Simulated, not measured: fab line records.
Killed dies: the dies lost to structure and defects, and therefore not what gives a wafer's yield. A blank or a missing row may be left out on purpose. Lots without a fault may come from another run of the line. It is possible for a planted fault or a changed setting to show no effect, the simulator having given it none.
Split-lot experiment :: flow n5_finfet :: on a route of 1938 steps: 7 lots, 21 wafers read

== ABOUT THE SPLIT ==
At N5_MIM_BOT_SPUTTER_00 (material TiN, target thk 35 nm, time 89.7 s), the setting power_w was moved away from the recipe's 3000 W on 7 of the 21 wafers read, by -13.3% to +10.6%. The other wafers ran this setting at the recipe's value.

The reading is taken at the split's own step.

== THE READING ==
TiN_of_MIM_BOT_SPUTTER_00.thk_nm (the simulator's own value, which no gauge read), in nm, at N5_MIM_BOT_SPUTTER_00 (material TiN, target thk 35 nm, time 89.7 s). The file gives no usual value for it. Across the 14 wafers here that went through the recipe, the average is 35.1 nm and the standard deviation 0.28 nm.

wafer: L074.3
tool, chamber at the split: pvd_sputter-03, -
power_w as run, W: 3221
against the recipe: +7.4%
TiN_of_MIM_BOT_SPUTTER_00.thk_nm, nm: 37.2
against lot-mates on the recipe: +2.6

wafer: L074.5
tool, chamber at the split: pvd_sputter-03, -
power_w as run, W: 3000
against the recipe: recipe
TiN_of_MIM_BOT_SPUTTER_00.thk_nm, nm: 34.6
against lot-mates on the recipe: -

wafer: L074.6
tool, chamber at the split: pvd_sputter-03, -
power_w as run, W: 3000
against the recipe: recipe
TiN_of_MIM_BOT_SPUTTER_00.thk_nm, nm: 34.6
against lot-mates on the recipe: -

wafer: L077.1
tool, chamber at the split: pvd_sputter-02, -
power_w as run, W: 3000
against the recipe: recipe
TiN_of_MIM_BOT_SPUTTER_00.thk_nm, nm: 35.4
against lot-mates on the recipe: -

wafer: L077.5
tool, chamber at the split: pvd_sputter-02, -
power_w as run, W: 3000
against the recipe: recipe
TiN_of_MIM_BOT_SPUTTER_00.thk_nm, nm: 35.4
against lot-mates on the recipe: -

wafer: L077.4
tool, chamber at the split: pvd_sputter-02, -
power_w as run, W: 3000
against the recipe: recipe
TiN_of_MIM_BOT_SPUTTER_00.thk_nm, nm: 35.2
against lot-mates on the recipe: -

wafer: L087.1
tool, chamber at the split: pvd_sputter-01, -
power_w as run, W: 2600
against the recipe: -13.3%
TiN_of_MIM_BOT_SPUTTER_00.thk_nm, nm: 30
against lot-mates on the recipe: -4.8

wafer: L087.2
tool, chamber at the split: pvd_sputter-01, -
power_w as run, W: 2600
against the recipe: -13.3%
TiN_of_MIM_BOT_SPUTTER_00.thk_nm, nm: 30.2
against lot-mates on the recipe: -4.6

wafer: L087.6
tool, chamber at the split: pvd_sputter-01, -
power_w as run, W: 3000
against the recipe: recipe
TiN_of_MIM_BOT_SPUTTER_00.thk_nm, nm: 34.8
against lot-mates on the recipe: -

wafer: L086.1
tool, chamber at the split: pvd_sputter-01, -
power_w as run, W: 3000
against the recipe: recipe
TiN_of_MIM_BOT_SPUTTER_00.thk_nm, nm: 35.2
against lot-mates on the recipe: -

wafer: L086.3
tool, chamber at the split: pvd_sputter-01, -
power_w as run, W: 3000
against the recipe: recipe
TiN_of_MIM_BOT_SPUTTER_00.thk_nm, nm: 35
against lot-mates on the recipe: -

wafer: L086.6
tool, chamber at the split: pvd_sputter-01, -
power_w as run, W: 3000
against the recipe: recipe
TiN_of_MIM_BOT_SPUTTER_00.thk_nm, nm: 35
against lot-mates on the recipe: -

wafer: L091.3
tool, chamber at the split: pvd_sputter-01, -
power_w as run, W: 2626
against the recipe: -12.5%
TiN_of_MIM_BOT_SPUTTER_00.thk_nm, nm: 30.4
against lot-mates on the recipe: -4.8

wafer: L091.4
tool, chamber at the split: pvd_sputter-01, -
power_w as run, W: 2626
against the recipe: -12.5%
TiN_of_MIM_BOT_SPUTTER_00.thk_nm, nm: 30.8
against lot-mates on the recipe: -4.4

wafer: L091.6
tool, chamber at the split: pvd_sputter-01, -
power_w as run, W: 3000
against the recipe: recipe
TiN_of_MIM_BOT_SPUTTER_00.thk_nm, nm: 35.2
against lot-mates on the recipe: -

wafer: L094.2
tool, chamber at the split: pvd_sputter-02, -
power_w as run, W: 3000
against the recipe: recipe
TiN_of_MIM_BOT_SPUTTER_00.thk_nm, nm: 35.2
against lot-mates on the recipe: -

wafer: L094.6
tool, chamber at the split: pvd_sputter-02, -
power_w as run, W: 3000
against the recipe: recipe
TiN_of_MIM_BOT_SPUTTER_00.thk_nm, nm: 35.2
against lot-mates on the recipe: -

wafer: L094.4
tool, chamber at the split: pvd_sputter-02, -
power_w as run, W: 3000
against the recipe: recipe
TiN_of_MIM_BOT_SPUTTER_00.thk_nm, nm: 35
against lot-mates on the recipe: -

wafer: L093.1
tool, chamber at the split: pvd_sputter-02, -
power_w as run, W: 3000
against the recipe: recipe
TiN_of_MIM_BOT_SPUTTER_00.thk_nm, nm: 35.6
against lot-mates on the recipe: -

wafer: L093.2
tool, chamber at the split: pvd_sputter-02, -
power_w as run, W: 3317
against the recipe: +10.6%
TiN_of_MIM_BOT_SPUTTER_00.thk_nm, nm: 39.2
against lot-mates on the recipe: +3.6

wafer: L093.4
tool, chamber at the split: pvd_sputter-02, -
power_w as run, W: 3317
against the recipe: +10.6%
TiN_of_MIM_BOT_SPUTTER_00.thk_nm, nm: 39
against lot-mates on the recipe: +3.4

THE FIT
A straight line over all 21 wafers: TiN_of_MIM_BOT_SPUTTER_00.thk_nm changes by +0.366 nm for each +1% of power_w; r = +0.99; the points scatter about the line by 0.29 nm.
The same after taking each lot's own level away (the mean of its wafers on the recipe; 21 wafers): +0.352 nm for each +1%; r = +1.00; scatter 0.14 nm.
That fit puts the effect of the largest move of power_w on the reading at 4.7 nm.
From 34.60 to 35.60 nm: that is the span of the lots' own levels, equal to 3.6 times the standard deviation above.
The two slopes are in agreement: the lot-to-lot level therefore moves the slope only a little.
Check: -4.72 nm against its lot-mates is what the line predicts for one of the wafers moved furthest among these (-13.3%) when that wafer is left out of the fit. Against them it came out at -4.8 nm.

== OTHER SPLITS APPLIED TO THESE WAFERS ==
Before the reading, these wafers also passed through other splits. Each is held against what the fit with the lots' levels taken away leaves over:
other split on the same wafers: N5_BEOL_M13_TRENCH_ETCH_34 time_s
wafers away from the commonest value: 11
r with TiN_of_MIM_BOT_SPUTTER_00.thk_nm (lot level and that fit taken away): +0.01

other split on the same wafers: N5_BEOL_M15_COAT_04 spin_rpm
wafers away from the commonest value: 4
r with TiN_of_MIM_BOT_SPUTTER_00.thk_nm (lot level and that fit taken away): +0.12

other split on the same wafers: N5_BEOL_M15_EXPOSE_07 dose_mj
wafers away from the commonest value: 5
r with TiN_of_MIM_BOT_SPUTTER_00.thk_nm (lot level and that fit taken away): -0.09

== THE FILE'S OWN FIT ==
TiN_of_MIM_BOT_SPUTTER_00.thk_nm changes by +0.353 nm for each +1% of power_w, r = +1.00.
